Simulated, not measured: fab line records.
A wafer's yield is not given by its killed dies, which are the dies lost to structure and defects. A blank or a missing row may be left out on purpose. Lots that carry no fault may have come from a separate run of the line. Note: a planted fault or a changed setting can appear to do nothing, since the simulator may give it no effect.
Struck lot and sound lot, side by side ; flow nand_harc ; 40 steps out of a route of 1302
Sound: the wafers L683.1, L683.2, L683.3. Struck: wafer L699.6; the same lot's L699.4 was not struck, so it is left out; see the end for the cause.
At each step with rows: each side's tool, then ch and its chambers, then its first start. Under that, the readings that differ: sound wafers ; struck wafers ; difference of the means ; sigmas: that difference in standard deviations of wafers without a fault.
alike: readings whose means differ by less than 2 such deviations, and words and numbers that are the same on both sides. not compared: withheld readings, readings that some wafer has no value for, bounds like >300 that may hide the same value, and numbers for which the record gives no deviation and whose values overlap.
A row with sigmas, a row that says differs or no value, or rows on one side alone: a step with any of these is where the two part. When numbers do not overlap yet have no deviation, they are printed without sigmas and do not part them. A reading that every wafer of one side lacks parts them only if that side has two wafers or more.

first, 6 steps without rows for these wafers: NHARC_A_STAIRCASE_SRD_154; NHARC_A_STAIRCASE_ETCH_403 (etches SiO2 in dHF, target depth 108.2 nm); NHARC_A_STAIRCASE_ETCHBACK_422 (etches the open film in CH3F/O2, target depth 40 nm, time 74.286 s); NHARC_A_STAIRCASE_ETCH_423 (etches SiO2 in dHF, target depth 30 nm); NHARC_A_STAIRCASE_ETCHBACK_157 (etches the open film in CH3F/O2, target depth 90 nm, time 167.14 s); NHARC_A_STAIRCASE_STRIP_475 (strips in O2, time 20 s).
NHARC_A_STAIRCASE_DEP_471: deposits SiO2, target thk 100 nm.
  sound on pecvd-04 ch 0,1,2, day 19 14:52; struck on pecvd-03 ch 1, day 25 20:17
  alike: heater_power_w, showerhead_vpp_V, susceptor_temp_C, throttle_valve_pct
then, 2 steps without rows for these wafers: NHARC_A_STAIRCASE_CMP_472 (polishes SiO2); NHARC_A_STAIRCASE_SRD_474.
NHARC_A_STAIRCASE_INSPECT_155:
  struck on defect_inspect-01, day 25 20:47; sound on defect_inspect-01, day 19 15:30
  alike: raw_defect_count
NHARC_A_SGD_CUT_DEP_00: deposits SiNx, target thk 50 nm.
  sound on pecvd-01 ch 0,1,2, day 19 15:34; struck on pecvd-01 ch 2, day 25 21:11
  alike: heater_power_w, susceptor_temp_C
then, 10 steps without rows for these wafers: NHARC_A_SGD_CUT_DEHYDRATE_01 (time 120 s); NHARC_A_SGD_CUT_HMDS_02 (time 30 s); NHARC_A_SGD_CUT_COAT_56 (time 75 s); NHARC_A_SGD_CUT_COAT_57 (time 65 s); NHARC_A_SGD_CUT_COAT_03 (resist thk 90 nm); NHARC_A_SGD_CUT_SOFTBAKE_04 (time 55 s); NHARC_A_SGD_CUT_EBR_05; NHARC_A_SGD_CUT_EXPOSE_06 (exposes mask SGD); NHARC_A_SGD_CUT_PEB_07 (peb time 65 s); NHARC_A_SGD_CUT_DEVELOP_08 (develop time 35 s).
NHARC_A_SGD_CUT_CD_MEAS_09 targets a cd of 100 nm.
  sound on cd_sem-02 ch 0, day 19 16:17; struck on cd_sem-01 ch 0, day 25 21:40
  alike: cd_nm
NHARC_A_SGD_CUT_OVL_MEAS_10:
  struck on overlay-02, day 25 21:45; sound on overlay-01, day 19 16:58
  alike: overlay_x_nm, overlay_y_nm
NHARC_A_SGD_CUT_INSPECT_11:
  struck on defect_inspect-02, day 25 21:47; sound on defect_inspect-01, day 19 17:01
reading;sound;struck;difference;sigmas
raw_defect_count;113 128 117;17;-102;-3
NHARC_A_SGD_CUT_DESCUM_14: chemistry O2, time 3 s.
  sound on rie_diel-02 ch 0,1,3, day 19 17:05; struck on rie_diel-02 ch 3, day 25 21:52
  alike: chamber_pressure_mTorr, drypump_motor_current_A, oes_product_au, rf_vpp_V, showerhead_plenum_p_Torr, throttle_valve_pct
  not compared: rf_hours_counter_h
NHARC_A_SGD_CUT_ETCH_58: etches the open film in CF4, target depth 39 nm, time 65 s.
  sound on rie_diel-02 ch 0,1,2, day 19 17:10; struck on rie_diel-02 ch 0, day 25 21:57
reading;sound;struck;difference;sigmas
oes_product_au (a.u.);0.995 0.987 0.993;1.022;+0.030;+4
  alike: chamber_pressure_mTorr, drypump_motor_current_A, rf_vpp_V, showerhead_plenum_p_Torr, throttle_valve_pct
  not compared: rf_hours_counter_h
then, 4 steps without rows for these wafers: NHARC_A_SGD_CUT_ETCH_59 (etches the open film in N2/H2, target depth 260 nm, time 406.25 s); NHARC_A_SGD_CUT_ETCH_15 (etches the open film in CH3F/O2, target depth 75 nm, time 64.3 s); NHARC_A_SGD_CUT_ETCH_16 (etches the open film in C4F8/O2/Ar, target depth 310.5 nm, time 155.2 s); NHARC_A_SGD_CUT_STRIP_60 (strips in C4F8/O2/Ar).
NHARC_A_SGD_CUT_STRIP_17: strips in O2.
  sound: rie_diel-02 ch 1,2,3; struck: rie_diel-02 ch 1
reading;sound;struck;difference;sigmas
rf_vpp_V (V);56.5 56.3 55.7;59.2;+3.0;+4
  alike: chamber_pressure_mTorr, drypump_motor_current_A, oes_product_au, showerhead_plenum_p_Torr, throttle_valve_pct
  not compared: rf_hours_counter_h
then, 4 steps without rows for these wafers: NHARC_A_SGD_CUT_PRECLEAN_18 (cleans in SC1); NHARC_A_SGD_CUT_SRD_19; NHARC_A_SGD_CUT_DEP_20 (deposits SiO2, target thk 150 nm); NHARC_A_SGD_CUT_ANNEAL_27 (time 1800 s).
NHARC_A_SGD_CUT_CMP_21: polishes, target thk 148.19 nm.
  sound on cmp-02 ch 0,1,2, day 20 00:56; struck on cmp-02 ch 3, day 26 04:20
  alike: edge_zone_pressure_frac, motor_current_A, time_to_endpoint_s
then, 3 steps without rows for these wafers: NHARC_A_SGD_CUT_SRD_23; NHARC_A_SGD_CUT_ETCH_26 (etches SiO2 in dHF, target depth 45.8 nm); NHARC_A_SGD_CUT_ETCHBACK_24 (etches the open film in CH3F/O2, target depth 50 nm, time 92.857 s).
-- jump in the record: it breaks off in module A_SGD_CUT and resumes in module END (first step shown: number 1302 of the route), and 5 days separate the struck wafers' starts before and after --
NHARC_END_SORT_01:
  the record has rows for the struck wafers here (prober-01 ch 0, day 31 04:20) and none for the sound ones

== WHERE THEY PART ==
Last at NHARC_END_SORT_01 as far as this record goes, first at NHARC_A_SGD_CUT_INSPECT_11.

WHY: what the simulator had put in
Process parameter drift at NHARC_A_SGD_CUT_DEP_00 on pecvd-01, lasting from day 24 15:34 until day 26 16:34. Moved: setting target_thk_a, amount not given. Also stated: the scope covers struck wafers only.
